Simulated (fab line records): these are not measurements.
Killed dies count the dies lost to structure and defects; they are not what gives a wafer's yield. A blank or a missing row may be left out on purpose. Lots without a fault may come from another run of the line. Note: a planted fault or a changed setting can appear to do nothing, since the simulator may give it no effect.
fab line records	flow n5-finfet
record: lots: 6	wafers: 18	last-day: 18
route steps=1938 shown GATE_CUT@499 BEOL_M4@1111 PASSIVATION@1936
lots that met no fault: taken from a fault-free run of the same line
start-h: start of the lot's first displayed wafer, in hours after the record's first day	wait-h: how many hours have passed since the lot's step before this one	" unchanged from the row above	L1.1+2: several wafers, shown together as one row	- value missing, or start not given	* or withheld: withheld	< > ~ a bound
route shown NAME@n: names a module that has steps shown in the file, with the first one's number in the route	usual: mean and standard deviation over wafers with no fault	same: alike in all rows	chamber/n: place in a boat	sites: readings site by site	_std_site: standard deviation of those values	_edge_site: inner sites' mean taken away from outer sites' mean	radius-mm: how far each site lies from the wafer's centre	mask NAME#n: copy n	behind: tool/chamber where the wafer was last shaped	hold: cause of the lot's hold/its duration in hours/its outcome	device: transistor that didn't switch, given as n, p or np	end of line: the tests these same wafers got at the end of their route	where a step has no rows: the recipe by itself	killed: not the wafer's yield, but the dies lost to structure and defects at the first sort	map: shows each die of a wafer: x if killed, . if not, _ if none is there
set.NAME: the setting that was run; set.NAME@STEP: the one run at that earlier step	model.NAME: the simulator's own value behind a step, which no gauge read
lots at selected steps of the route; one table per step, one row per wafer
services: when a tool's chamber went out of use (start-h, in hours from the record's first day, below 0 if earlier), for how many hours, and the reason
== steps ==
step: N5_GATE_CUT_ETCH_19
recipe: chemistry: CH3F/O2	target: SiNx	mask-material: SiO2	target-depth-a: 537	time-s: 76.7	pressure-mtorr: 30	source-w: 395	bias-w: 73	Ar_flow_sccm: 150	CH3F_flow_sccm: 30	O2_flow_sccm: 20	ion-energy-ev: 120	ends: cleared
step: N5_GATE_CUT_CUT_ETCH_53
recipe: chemistry: SF6/Cl2	target: W	mask-material: SiO2	target-depth-a: 792	pressure-mtorr: 8	icp-w: 900	bias-w: 80	SF6_flow_sccm: 40	Cl2_flow_sccm: 60	ends: cleared
step: N5_GATE_CUT_CUT_ETCH_54
recipe: chemistry: Cl2/BCl3	target: TiN	mask-material: SiO2	target-depth-a: 967	pressure-mtorr: 10	icp-w: 1000	bias-w: 126	Cl2_flow_sccm: 53.25	bcl3-flow-sccm: 21.75	Ar_flow_sccm: 25	ends: cleared
usual: drypump-motor-current-A: 5.46/0.2	etch-rf-on-time-s: 36.6/1.4	oes-product-au: 0.70/0.099	throttle-valve-pct: 22.31/0.17
lot.wafer	tool	chamber	start-h	wait-h	drypump-motor-current-A	etch-rf-on-time-s	oes-product-au	rf-hours-counter-h	throttle-valve-pct
L582.1	rie-metal-02	1	86.08	0.0	5.37	34.6	0.85	10	22.37
L582.2	"	0	"	"	5.48	38.5	0.53	119	22.36
L582.4	"	0	"	"	5.49	38.3	0.53	-	22.36
L589.3	rie-metal-03	0	127.73	0.0	5.22	37.8	0.72	-	22.20
L589.4	"	1	"	"	5.49	36.1	0.62	-	22.54
L589.6	"	1	"	"	5.47	35.8	0.62	-	22.54
L591.1	rie-metal-03	0	137.83	0.0	5.24	37.7	0.72	30	22.20
L591.3	"	1	"	"	5.49	36.1	0.62	-	22.57
L591.5	"	1	"	"	5.50	35.7	0.62	-	22.54
L594.1	rie-metal-01	1	159.33	0.0	5.60	37.7	0.81	11	22.02
L594.4	"	0	"	"	5.86	35.5	0.71	-	22.14
L594.6	"	1	"	"	5.58	38.0	0.80	-	22.03
L601.2	rie-metal-02	1	200.73	0.0	5.31	35.0	0.79	20	22.42
L601.3	"	0	"	"	5.49	38.3	0.52	-	22.38
L601.5	"	0	"	"	5.48	37.7	0.52	-	22.36
L604.2	rie-metal-01	1	221.06	0.0	5.59	38.3	0.77	17	22.04
L604.3	"	1	"	"	5.58	37.4	0.78	-	22.02
L604.6	"	0	"	"	5.88	35.8	0.69	-	22.17
step: N5_GATE_CUT_CUT_ETCH_55
recipe: chemistry: BCl3	target: HfO2	mask-material: SiO2	target-depth-a: 32	ion-energy-ev: 30	pressure-mtorr: 5	icp-w: 450	bias-w: 18	bcl3-flow-sccm: 80
usual: drypump-motor-current-A: 5.46/0.2	oes-product-au: 0.77/0.1	throttle-valve-pct: 33.2/0.59
lot.wafer	tool	chamber	start-h	wait-h	drypump-motor-current-A	oes-product-au	rf-hours-counter-h	throttle-valve-pct
L582.1	rie-metal-02	1	86.14	0.0	5.37	0.90	10	33.9
L582.2	"	0	"	"	5.50	0.61	119	32.3
L582.4	"	0	"	"	5.50	0.60	-	32.3
L589.3	rie-metal-03	0	127.78	0.0	5.24	0.82	-	32.6
L589.4	"	1	"	"	5.49	0.68	-	33.7
L589.6	"	1	"	"	5.49	0.69	-	33.7
L591.1	rie-metal-03	0	137.89	0.0	5.24	0.82	30	32.6
L591.3	"	1	"	"	5.49	0.67	-	33.7
L591.5	"	1	"	"	5.49	0.68	-	33.8
L594.1	rie-metal-01	1	159.39	0.0	5.56	0.90	11	33.4
L594.4	"	0	"	"	5.87	0.76	-	33.1
L594.6	"	1	"	"	5.57	0.90	-	33.4
L601.2	rie-metal-02	1	200.79	0.0	5.30	0.85	20	33.9
L601.3	"	0	"	"	5.49	0.59	-	32.4
L601.5	"	0	"	"	5.51	0.59	-	32.4
L604.2	rie-metal-01	1	221.12	0.0	5.57	0.86	17	33.4
L604.3	"	1	"	"	5.59	0.85	-	33.4
L604.6	"	0	"	"	5.87	0.74	-	33.1
step: N5_GATE_CUT_ETCH_47
recipe: chemistry: Cl2/BCl3	target: SiO2	target-depth-a: 100	pressure-mtorr: 10	icp-w: 1000	bias-w: 126	Cl2_flow_sccm: 53.25	bcl3-flow-sccm: 21.75	Ar_flow_sccm: 25
step: N5_GATE_CUT_VAPOR_ETCH_48
recipe: chemistry: BCl3/Cl2	target: TiN	mode: isotropic
step: N5_GATE_CUT_VAPOR_ETCH_49
recipe: chemistry: BCl3/Cl2	target: TiAlC	mode: isotropic
usual: drypump-motor-current-A: 5.46/0.2	oes-product-au: 0.77/0.11
lot.wafer	tool	chamber	start-h	wait-h	drypump-motor-current-A	oes-product-au
L582.1	rie-metal-02	1	86.23	0.0	5.32	0.91
L582.2	"	0	"	"	5.48	0.60
L582.4	"	0	"	"	5.47	0.60
L589.3	rie-metal-03	0	127.87	0.0	5.21	0.81
L589.4	"	1	"	"	5.49	0.68
L589.6	"	1	"	"	5.50	0.68
L591.1	rie-metal-03	0	137.98	0.0	5.23	0.81
L591.3	"	1	"	"	5.49	0.68
L591.5	"	1	"	"	5.49	0.68
L594.1	rie-metal-01	1	159.48	0.0	5.58	0.89
L594.4	"	0	"	"	5.89	0.77
L594.6	"	1	"	"	5.59	0.89
L601.2	rie-metal-02	1	200.88	0.0	5.30	0.86
L601.3	"	0	"	"	5.48	0.59
L601.5	"	0	"	"	5.50	0.60
L604.2	rie-metal-01	1	221.21	0.0	5.59	0.87
L604.3	"	1	"	"	5.61	0.88
L604.6	"	0	"	"	5.89	0.76
step: N5_GATE_CUT_VAPOR_ETCH_51
recipe: chemistry: BCl3/Cl2	target: HfO2	mode: isotropic
usual: drypump-motor-current-A: 5.46/0.2	oes-product-au: 0.77/0.11
lot.wafer	tool	chamber	start-h	wait-h	drypump-motor-current-A	oes-product-au
L582.1	rie-metal-02	1	86.26	0.0	5.31	0.92
L582.2	"	0	"	"	5.45	0.60
L582.4	"	0	"	"	5.48	0.61
L589.3	rie-metal-03	0	127.90	0.0	5.23	0.80
L589.4	"	1	"	"	5.50	0.67
L589.6	"	1	"	"	5.48	0.68
L591.1	rie-metal-03	0	138.01	0.0	5.25	0.81
L591.3	"	1	"	"	5.50	0.68
L591.5	"	1	"	"	5.49	0.68
L594.1	rie-metal-01	1	159.51	0.0	5.60	0.90
L594.4	"	0	"	"	5.89	0.77
L594.6	"	1	"	"	5.62	0.90
L601.2	rie-metal-02	1	200.91	0.0	5.28	0.86
L601.3	"	0	"	"	5.49	0.59
L601.5	"	0	"	"	5.47	0.59
L604.2	rie-metal-01	1	221.24	0.0	5.58	0.87
L604.3	"	1	"	"	5.59	0.87
L604.6	"	0	"	"	5.88	0.75
step: N5_GATE_CUT_STRIP_21
recipe: chemistry: N2/H2	time-s: 30	power-w: 1000	temp-c: 250	pressure-mtorr: withheld	n2-flow-sccm: 1750	h2-flow-sccm: 3250
step: N5_GATE_CUT_STRIP_29
recipe: chemistry: post-etch-residue-remover	time-s: 60	temp-c: 25	remover-ph: withheld	remover-water-wt-pct: withheld	remover-fluoride-wt-pct: withheld
step: N5_GATE_CUT_SRD_52
recipe: dry: ipa-marangoni	time-s: 30	temp-c: 23	rinse-liquid: diw
step: N5_GATE_CUT_ALD_22
recipe: material: SiNx	target-thk-a: 160	temp-c: 400	ald-precursor-family: SiH2I2	ald-co-reactant: N2/H2-plasma	pulse-time-s: 1	ald-cycles: 320	purge-time-s: 2	co-reactant-purge-time-s: 2	pressure-torr: 2
usual: heater-power-w: 825/96	precursor-pulse-height-rel: 0.996/0.02
same: co-reactant-purge-time-s: 2	purge-time-s: 2
lot.wafer	tool	chamber	start-h	wait-h	heater-power-w	precursor-pulse-height-rel
L582.1	ald-sin-02	2	86.47	0.0	891	1.017
L582.2	"	3	"	"	857	0.987
L582.4	"	0	"	"	723	0.986
L589.3	ald-sin-03	2	128.10	0.0	994	1.006
L589.4	"	3	"	"	677	0.957
L589.6	"	0	"	"	974	0.977
L591.1	ald-sin-03	1	138.21	0.0	756	0.995
L591.3	"	2	"	"	1018	1.005
L591.5	"	0	"	"	971	0.989
L594.1	ald-sin-02	1	159.72	0.0	858	1.015
L594.4	"	0	"	"	711	1.004
L594.6	"	0	"	"	716	0.997
L601.2	ald-sin-01	1	201.22	0.0	753	1.019
L601.3	"	2	"	"	944	0.963
L601.5	"	1	"	"	726	1.012
L604.2	ald-sin-02	1	221.45	0.0	817	0.996
L604.3	"	2	"	"	883	0.984
L604.6	"	3	"	"	880	1.001
step: N5_GATE_CUT_CMP_23
recipe: stop-on: SiO2	t-overpolish-s: 23.4	post-cmp-clean: alkaline-brush	down-force-psi: 2.5	platen-rpm: 51.8	pad-velocity-m-s: 1.0307	target-thk-nm: 16
usual: head-pressure-psi: 2.499/0.0055	motor-current-A: 8.9/0.61	overpolish-run-s: 23.399/0.0088	time-to-endpoint-s: 21/3
lot.wafer	tool	chamber	start-h	wait-h	head-pressure-psi	motor-current-A	overpolish-run-s	time-to-endpoint-s
L582.2	cmp-04	1	88.00	0.8	2.495	9.0	23.407	25
L582.1	"	2	"	"	2.495	9.1	23.402	22
L582.4	"	3	"	"	2.492	8.8	23.398	25
L589.3	cmp-01	1	129.62	0.8	2.507	7.8	23.409	22
L589.4	"	2	"	"	2.498	8.3	23.404	21
L589.6	"	0	"	"	2.495	8.5	23.406	26
L591.1	cmp-01	2	139.70	0.8	1.799	6.9	23.397	25
L591.3	"	0	"	"	1.804	7.1	23.398	28
L591.5	"	3	"	"	1.805	7.2	23.406	24
L594.1	cmp-01	2	161.25	0.8	1.798	6.8	23.390	26
L594.4	"	3	"	"	1.801	6.9	23.407	24
L594.6	"	1	"	"	1.797	6.7	23.402	26
L601.2	cmp-04	2	202.75	0.8	2.494	9.0	23.408	22
L601.3	"	0	"	"	2.504	9.1	23.384	22
L601.5	"	3	"	"	2.500	9.4	23.394	24
L604.3	cmp-03	3	223.02	0.8	2.497	10.2	23.389	17
L604.2	"	0	"	"	2.504	9.5	23.383	23
L604.6	"	3	"	"	2.501	9.4	23.416	16
step: N5_GATE_CUT_THK_MEAS_24
recipe: reads: SiO2_of_GATE_CUT_HM_DEP_46+SiO2_flowable_of_ILD0_FCVD_FILL_01
usual: GC_FILL_THK: 220.7/2
lot.wafer	tool	chamber	start-h	wait-h	GC_FILL_THK[nm]
L582.1	film-metro-01	-	88.25	-	219.3
L582.2	"	-	"	"	220.3
L582.4	"	-	"	"	220.4
L589.3	film-metro-01	-	129.88	-	222.9
L589.4	"	-	"	"	222.0
L589.6	"	-	"	"	224.0
L591.1	film-metro-01	-	140.00	-	222.2
L591.3	"	-	"	"	219.9
L591.5	"	-	"	"	221.8
L594.1	film-metro-01	-	161.51	-	219.3
L594.4	"	-	"	"	219.8
L594.6	"	-	"	"	220.3
L601.2	film-metro-01	-	203.04	-	218.2
L601.3	"	-	"	"	218.9
L601.5	"	-	"	"	221.2
L604.2	film-metro-01	-	223.27	-	218.3
L604.3	"	-	"	"	221.2
L604.6	"	-	"	"	220.3
step: N5_BEOL_M4_RC_MEAS_101
usual: DIBL_N: 36.0/2.5	DIBL_P: 36.7/3	IOFF_N: 0.16/0.043	IOFF_P: 0.21/0.049	ION_N: 673/15	ION_P: 461/9.8	SS_N: 71.5/0.83	SS_P: 73.4/0.83	VT_N: 250/4	VT_P: -251/4
lot.wafer	tool	chamber	start-h	wait-h	DIBL_N[mV/V]	DIBL_P[mV/V]	IOFF_N[nA/um]	IOFF_P[nA/um]	ION_N[uA/um]	ION_P[uA/um]	SS_N[mV/dec]	SS_P[mV/dec]	VT_N[mV]	VT_P[mV]
L582.1	prober-01	0	161.06	0.0	33.5	35.1	0.15	0.20	670	457	71.6	72.9	249	-252
L582.2	"	0	"	"	30.2	30.2	0.10	0.14	653	455	70.8	71.9	257	-255
L582.4	"	0	"	"	37.3	40.7	0.24	0.30	703	473	72.1	75.0	245	-243
L589.3	prober-02	0	212.98	0.3	38.1	41.8	0.25	0.28	696	470	74.1	74.6	245	-246
L589.4	"	0	"	"	32.8	36.9	0.14	0.20	666	459	70.9	73.6	249	-249
L589.6	"	0	"	"	32.6	35.3	0.13	0.17	658	446	71.2	72.8	252	-254
L591.1	prober-01	0	218.09	0.0	34.3	36.4	0.15	0.18	674	454	71.6	73.0	250	-254
L591.3	"	0	"	"	32.8	33.3	0.11	0.14	651	447	70.3	73.1	253	-252
L591.5	"	0	"	"	34.3	35.7	0.14	0.17	658	453	71.0	73.5	251	-254
L594.1	prober-02	0	237.10	0.0	33.9	30.8	0.12	0.19	673	472	70.8	72.6	253	-249
L594.4	"	0	"	"	35.0	32.6	0.14	0.21	681	476	71.3	71.9	251	-246
L594.6	"	0	"	"	36.0	34.2	0.14	0.22	673	465	71.1	73.1	250	-248
L601.2	prober-02	0	288.42	0.2	33.4	34.1	0.10	0.14	640	445	70.4	73.1	257	-256
L601.3	"	0	"	"	40.5	42.6	0.25	0.28	683	463	72.7	75.8	248	-250
L601.5	"	0	"	"	37.1	39.3	0.18	0.23	681	462	72.0	74.0	248	-252
L604.2	prober-01	0	320.03	0.2	37.2	38.7	0.19	0.22	670	452	71.5	73.9	247	-249
L604.3	"	0	"	"	37.1	39.0	0.17	0.23	663	457	71.8	73.9	249	-250
L604.6	"	0	"	"	36.9	38.0	0.17	0.22	688	467	71.7	73.6	249	-250
step: N5_PASSIVATION_PROBE_49
usual: defect-limited-yield: 91.1/1.5	killed_at_M0_to_M3: 37/11	killed_at_M4_up: 13/5.6	killed-at-contacts: 12/5.6	killed-at-front-end: 39/11	killed-at-other: 4/3.1	killed-dies: 105/18	killed-open: 69/13	killed-short: 35/7.4	sort_bin_5_function: 5.1/0.92	sort_bin_6_memory: 3.4/0.76	sort-n-pass: 1075/18	sort-yield-pct: 91.1/1.5
same: gross-dies: 1180	killed-at-back-side: 0	sort_bin_4_leakage[%]: 0	sort_bin_8_speed[%]: 0
lot.wafer	tool	chamber	start-h	wait-h	defect-limited-yield[%]	killed_at_M0_to_M3	killed_at_M4_up	killed-at-contacts	killed-at-front-end	killed-at-other	killed-dies	killed-open	killed-short	sort_bin_5_function[%]	sort_bin_6_memory[%]	sort-n-pass	sort-yield-pct[%]
L582.1	prober-01	-	264.43	0.0	90.8	33	13	20	41	1	108	69	38	4.8	4.1	1072	90.8
L582.2	prober-01	-	264.48	0.1	92.0	40	8	17	27	2	94	60	34	4.3	3.5	1086	92.0
L582.4	prober-01	-	264.58	0.2	91.6	44	13	21	20	1	99	76	23	4.6	3.6	1081	91.6
L589.3	prober-02	-	310.39	0.1	90.3	29	9	7	66	4	115	78	36	5.5	3.8	1065	90.3
L589.4	prober-02	-	310.44	0.2	90.2	30	17	14	55	0	116	79	34	5.0	4.1	1064	90.2
L589.6	prober-02	-	310.54	0.3	90.4	23	20	13	54	3	113	77	33	5.8	3.5	1067	90.4
L591.1	prober-01	-	315.84	0.0	91.4	40	5	13	34	9	101	71	30	4.6	3.6	1079	91.4
L591.3	prober-01	-	315.94	0.1	89.2	61	9	7	46	5	128	69	58	6.6	3.6	1052	89.2
L591.5	prober-01	-	316.04	0.2	90.1	44	6	14	48	5	117	68	48	6.2	3.5	1063	90.1
L594.1	prober-01	-	344.19	0.0	93.5	30	6	3	24	14	77	44	32	3.8	2.5	1103	93.5
L594.4	prober-01	-	344.34	0.2	93.1	34	3	14	25	5	81	55	24	3.5	3.2	1099	93.1
L594.6	prober-01	-	344.44	0.3	94.2	28	8	4	26	3	69	43	24	3.6	2.1	1111	94.2
L601.2	prober-02	-	391.87	0.1	90.0	47	17	24	29	1	118	72	45	6.1	3.6	1062	90.0
L601.3	prober-02	-	391.92	0.1	91.9	29	8	11	45	3	96	70	25	3.9	3.8	1084	91.9
L601.5	prober-02	-	392.02	0.2	90.3	48	16	3	44	4	115	78	37	5.5	4.0	1065	90.3
L604.2	prober-02	-	422.72	0.1	91.4	33	21	4	40	3	101	54	46	5.0	3.1	1079	91.4
L604.3	prober-02	-	422.77	0.1	88.9	53	11	17	45	5	131	86	45	5.9	4.7	1049	88.9
L604.6	prober-02	-	422.92	0.3	89.1	42	17	5	64	1	129	84	45	6.3	4.4	1051	89.1
killed by level:class
L582.1 MOL_CONTACT_COAG:geometric-particle:open=15 BEOL_M3:geometric-particle:open=11 GATE_CUT:geometric-particle:short=8 FIN_SAQP:geometric-particle:short=7 ILD0:geometric-particle:short=6 FIN_SAQP:geometric-particle:open=5 MOL_CONTACT_COAG:geometric-particle:short=5 BEOL_M1:geometric-particle:open=5
L582.2 MOL_CONTACT_COAG:geometric-particle:open=15 GATE_CUT:geometric-particle:short=9 BEOL_M2:geometric-particle:open=8 BEOL_M0_SAQP:geometric-particle:open=7 BEOL_M0_SAQP:geometric-particle:short=7 BEOL_M3:geometric-particle:open=7 BEOL_M3:geometric-particle:short=5 FIN_SAQP:geometric-particle:short=4
L582.4 MOL_CONTACT_COAG:geometric-particle:open=17 BEOL_M3:geometric-particle:open=14 BEOL_M0_SAQP:geometric-particle:open=10 BEOL_M2:geometric-particle:open=6 GATE_CUT:geometric-particle:short=5 BEOL_M0_SAQP:geometric-particle:short=5 MOL_CONTACT_COAG:geometric-particle:short=4 BEOL_M3:geometric-particle:short=4
L589.3 STI_FIN_REVEAL:geometric-particle:open=18 FIN_SAQP:geometric-particle:short=13 FIN_SAQP:geometric-particle:open=12 BEOL_M3:geometric-particle:open=9 MOL_CONTACT_COAG:geometric-particle:open=7 BEOL_M0_SAQP:geometric-particle:short=6 STARTING-WAFER:geometric-particle:open=6 DUMMY_GATE:geometric-particle:open=5
L589.4 MOL_CONTACT_COAG:geometric-particle:open=14 STI_FIN_REVEAL:geometric-particle:open=10 BEOL_M3:geometric-particle:open=10 BEOL_M4:geometric-particle:open=10 FIN_SAQP:geometric-particle:open=7 FIN_SAQP:geometric-particle:short=7 BEOL_M0_SAQP:geometric-particle:short=6 GATE_CUT:geometric-particle:short=5
L589.6 BEOL_M4:geometric-particle:open=14 MOL_CONTACT_COAG:geometric-particle:open=10 FIN_SAQP:geometric-particle:open=9 STI_FIN_REVEAL:geometric-particle:open=8 FIN_SAQP:geometric-particle:short=7 ILD0:geometric-particle:open=6 ILD0:geometric-particle:short=6 BEOL_M3:geometric-particle:open=6
L591.1 FIN_SAQP:geometric-particle:open=13 MOL_CONTACT_COAG:geometric-particle:open=13 BEOL_M0_SAQP:geometric-particle:open=10 FIN_SAQP:geometric-particle:short=8 BEOL_M0_SAQP:geometric-particle:short=7 BEOL_M2:geometric-particle:open=6 BEOL_M1:geometric-particle:open=5 STI_FIN_REVEAL:geometric-particle:open=4
L591.3 FIN_SAQP:geometric-particle:short=15 BEOL_M0_SAQP:geometric-particle:short=13 BEOL_M0_SAQP:geometric-particle:open=12 BEOL_M2:geometric-particle:open=11 BEOL_M2:geometric-particle:short=11 FIN_SAQP:geometric-particle:open=8 STI_FIN_REVEAL:geometric-particle:open=8 BEOL_M3:geometric-particle:open=6
L591.5 FIN_SAQP:geometric-particle:short=12 MOL_CONTACT_COAG:geometric-particle:open=12 BEOL_M2:geometric-particle:open=10 STI_FIN_REVEAL:geometric-particle:open=8 BEOL_M0_SAQP:geometric-particle:short=8 BEOL_M0_SAQP:geometric-particle:open=7 FIN_SAQP:geometric-particle:open=6 BEOL_M0:geometric-particle:open=6
L594.1 BEOL_M2:geometric-particle:open=14 PASS1_CAP:geometric-particle:short=8 GATE_CUT:geometric-particle:short=5 BEOL_M3:geometric-particle:open=5 GATE_CUT:geometric-particle:open=4 BEOL_M0_SAQP:geometric-particle:open=4 ILD0:geometric-particle:short=3 MOL_CONTACT_COAG:geometric-particle:open=3
L594.4 MOL_CONTACT_COAG:geometric-particle:open=11 BEOL_M2:geometric-particle:open=11 BEOL_M1:geometric-particle:open=7 DUMMY_GATE:geometric-particle:open=6 BEOL_M0_SAQP:geometric-particle:short=5 FIN_SAQP:geometric-particle:short=4 GATE_CUT:geometric-particle:short=4 STI_FIN_REVEAL:geometric-particle:open=3
L594.6 BEOL_M0_SAQP:geometric-particle:open=6 BEOL_M2:geometric-particle:open=6 STARTING-WAFER:geometric-particle:short=5 ILD0:geometric-particle:short=4 GATE_CUT:geometric-particle:short=4 MOL_CONTACT_COAG:geometric-particle:open=4 BEOL_M0_SAQP:geometric-particle:short=4 BEOL_M0:geometric-particle:open=4
L601.2 MOL_CONTACT_COAG:geometric-particle:open=23 BEOL_M0_SAQP:geometric-particle:short=10 BEOL_M3:geometric-particle:open=8 GATE_CUT:geometric-particle:short=7 BEOL_M2:geometric-particle:open=7 BEOL_M2:geometric-particle:short=6 BEOL_M4:geometric-particle:open=6 BEOL_M1:geometric-particle:open=5
L601.3 FIN_SAQP:geometric-particle:open=12 BEOL_M3:geometric-particle:open=12 MOL_CONTACT_COAG:geometric-particle:open=9 STI_FIN_REVEAL:geometric-particle:open=7 DUMMY_GATE:geometric-particle:open=5 GATE_CUT:geometric-particle:open=5 BEOL_M1:geometric-particle:open=4 GATE_CUT:geometric-particle:short=3
L601.5 BEOL_M2:geometric-particle:open=13 FIN_SAQP:geometric-particle:open=10 BEOL_M4:geometric-particle:open=10 STI_FIN_REVEAL:geometric-particle:open=7 BEOL_M0_SAQP:geometric-particle:open=7 GATE_CUT:geometric-particle:short=6 BEOL_M1:geometric-particle:open=6 DUMMY_GATE:geometric-particle:open=5
L604.2 FIN_SAQP:geometric-particle:short=11 BEOL_M0_SAQP:geometric-particle:short=9 BEOL_M5:geometric-particle:open=8 BEOL_M0_SAQP:geometric-particle:open=7 GATE_CUT:geometric-particle:short=6 FIN_SAQP:geometric-particle:open=4 BEOL_M1:geometric-particle:open=4 BEOL_M6:geometric-particle:open=4
L604.3 BEOL_M0_SAQP:geometric-particle:open=15 MOL_CONTACT_COAG:geometric-particle:open=13 BEOL_M2:geometric-particle:open=12 BEOL_M0_SAQP:geometric-particle:short=11 STI_FIN_REVEAL:geometric-particle:open=9 GATE_CUT:geometric-particle:short=8 FIN_SAQP:geometric-particle:open=7 DUMMY_GATE:geometric-particle:open=5
L604.6 STI_FIN_REVEAL:geometric-particle:open=21 BEOL_M1:geometric-particle:open=12 FIN_SAQP:geometric-particle:short=9 BEOL_M4:geometric-particle:open=9 BEOL_M0_SAQP:geometric-particle:short=8 DUMMY_GATE:geometric-particle:open=7 FIN_SAQP:geometric-particle:open=6 BEOL_M2:geometric-particle:short=6
== services ==
tool	chamber	start-h	hours	kind
cmp-03	-	64.00	11.1	pm
ald-sin-01	-	85.25	14.0	pm
ald-sin-01	0	85.25	14.0	vent-cycle
ald-sin-01	1	85.25	14.0	vent-cycle
ald-sin-01	2	85.25	19.8	vent-cycle
rie-metal-01	-	100.53	2.8	pm
cmp-04	-	103.02	4.0	pm
cmp-04	-	107.02	-	consumable-replace:conditioner
cmp-04	-	107.02	-	consumable-replace:pad
cmp-01	-	118.43	9.1	pm
rie-metal-01	0	133.41	1.5	repair
ald-sin-01	-	145.61	14.6	pm
cmp-03	-	152.50	1.3	repair
ald-sin-02	2	161.86	7.6	repair
ald-sin-01	0	163.64	3.5	repair
cmp-01	-	199.59	4.0	pm
ald-sin-01	3	199.85	8.9	repair
ald-sin-02	3	202.23	16.0	repair
cmp-01	-	203.59	-	consumable-replace:conditioner
cmp-01	-	203.59	-	consumable-replace:pad
rie-metal-02	0	204.74	-	clean
rie-metal-02	0	204.74	23.6	scheduled-down
rie-metal-02	0	204.74	23.6	vent-cycle
rie-metal-02	1	209.25	8.3	repair
== key ==
first-sign: step: N5_GATE_CUT_CMP_23	reading: head-pressure-psi	direction: down	sigmas: 99+	usual: 2.499	struck: 1.801
effect: step: N5_GATE_CUT_CMP_23	reading: motor-current-A	direction: down	sigmas: 3.1	usual: 8.9	struck: 6.9
met-at N5_GATE_CUT_CMP_23
struck-wafers L591.1,L591.3,L591.5,L594.1,L594.4,L594.6
onset-between 129.62 139.70
fault: kind: process-parameter-drift	tool: cmp-01	chamber: -	onset-h: 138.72	steps: N5_GATE_CUT_CMP_23	channel: down-force-psi	offset: -0.70089	shape: step	end-h: 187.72	acts-in: these-recipes-only	stated: 2.5
